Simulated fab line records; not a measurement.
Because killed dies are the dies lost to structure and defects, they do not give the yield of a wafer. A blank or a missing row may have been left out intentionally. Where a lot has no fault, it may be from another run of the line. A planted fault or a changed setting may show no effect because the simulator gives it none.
The same fault as seen by 2 desks	flow n5-finfet	only its own numbers are on each desk; what lay behind them is given at the end
Where a reading is given only as a bound, like >300, the bound stands for it, and a mean or a difference that rests on one is marked > or <: the true number lies beyond.

## THE DEFECT DESK
Per lot, the means of the sampled wafers with a number show what the inspections along the route counted. The brackets show how far a lot's mean lies from the usual mean; more than 4 standard deviations puts the lot out of limits, marked OUT.
Columns: A = raw-defect-count at N5_BEOL_M12_INSPECT_30, usual 2.0
lot	first seen here	A
L952	day 12 10:40	1.7
L962	day 15 04:58	3.0
L965	day 15 18:38	>101 (>+70) OUT
L969	day 15 22:05	>101 (>+71) OUT
L967	day 16 11:22	>102 (>+71) OUT
L970	day 17 05:04	3.0
L971	day 17 15:57	1.3
L974	day 18 07:25	3.7
L973	day 18 10:40	2.0
This desk finds L965, L967, L969 out of limits, L965 being first, at day 15 18:38 (raw-defect-count at N5_BEOL_M12_INSPECT_30). In limits: L952, L962, L970, L971, L974, L973.

## TOOL OWNER'S DESK, rie-diel-02
The tool's own readings at N5_BEOL_M12_VIA_ETCH_16 (etches SiOC in C4F8/O2/Ar, target depth 724.8 nm): means of the sampled wafers that have a number, for each lot that ran on this tool. The brackets show how far a lot's mean lies from the usual mean; more than 4 standard deviations puts the lot out of limits, marked OUT.
Columns: A = drypump-motor-current-A at N5_BEOL_M12_VIA_ETCH_16, usual 5.7 A; B = mfc-ar-sccm at N5_BEOL_M12_VIA_ETCH_16, usual 399.7 sccm; C = oes-product-au at N5_BEOL_M12_VIA_ETCH_16, usual 0.73 a.u.; D = rf-fwd-power-W at N5_BEOL_M12_VIA_ETCH_16, usual 2993 W; E = rf-vpp-V at N5_BEOL_M12_VIA_ETCH_16, usual 665.9 V; F = showerhead-plenum-p-Torr at N5_BEOL_M12_VIA_ETCH_16, usual 3.42 Torr; G = throttle-valve-pct at N5_BEOL_M12_VIA_ETCH_16, usual 24.14 %
lot	first seen here	A	B	C	D	E	F	G
L952	day 12 09:50	5.8	398.8	0.79	2997	667.6	3.50	24.07
L962	day 15 04:02	5.8	399.6	0.77	3006	669.6	3.50	24.07
L965	day 15 17:49	5.7	400.2	0.76	2992	666.0	3.44	24.09
L969	day 15 21:08	5.8	400.8	0.74	2996	667.9	3.48	24.11
L967	day 16 10:27	5.5	398.7	0.78	2985	665.0	3.42	24.04
This desk found nothing out of limits on any of the 5 lots.

## ALL TOGETHER
The defect desk could have raised an alarm at day 15 18:38, on L965, L967, L969.
The desk of the tool owner found nothing out of limits.
The tool owner's desk has L965, L967, L969 on record, within its limits.
N5_BEOL_M12_VIA_ETCH_16 was run on rie-diel-02 by each of the lots named.

## WHAT THE SIMULATOR HAD PUT IN
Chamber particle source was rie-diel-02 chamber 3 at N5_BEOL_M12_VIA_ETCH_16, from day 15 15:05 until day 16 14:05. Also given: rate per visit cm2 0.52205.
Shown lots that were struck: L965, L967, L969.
Hours from the fault's start to each desk's first reading out of limits: the defect desk, 4.
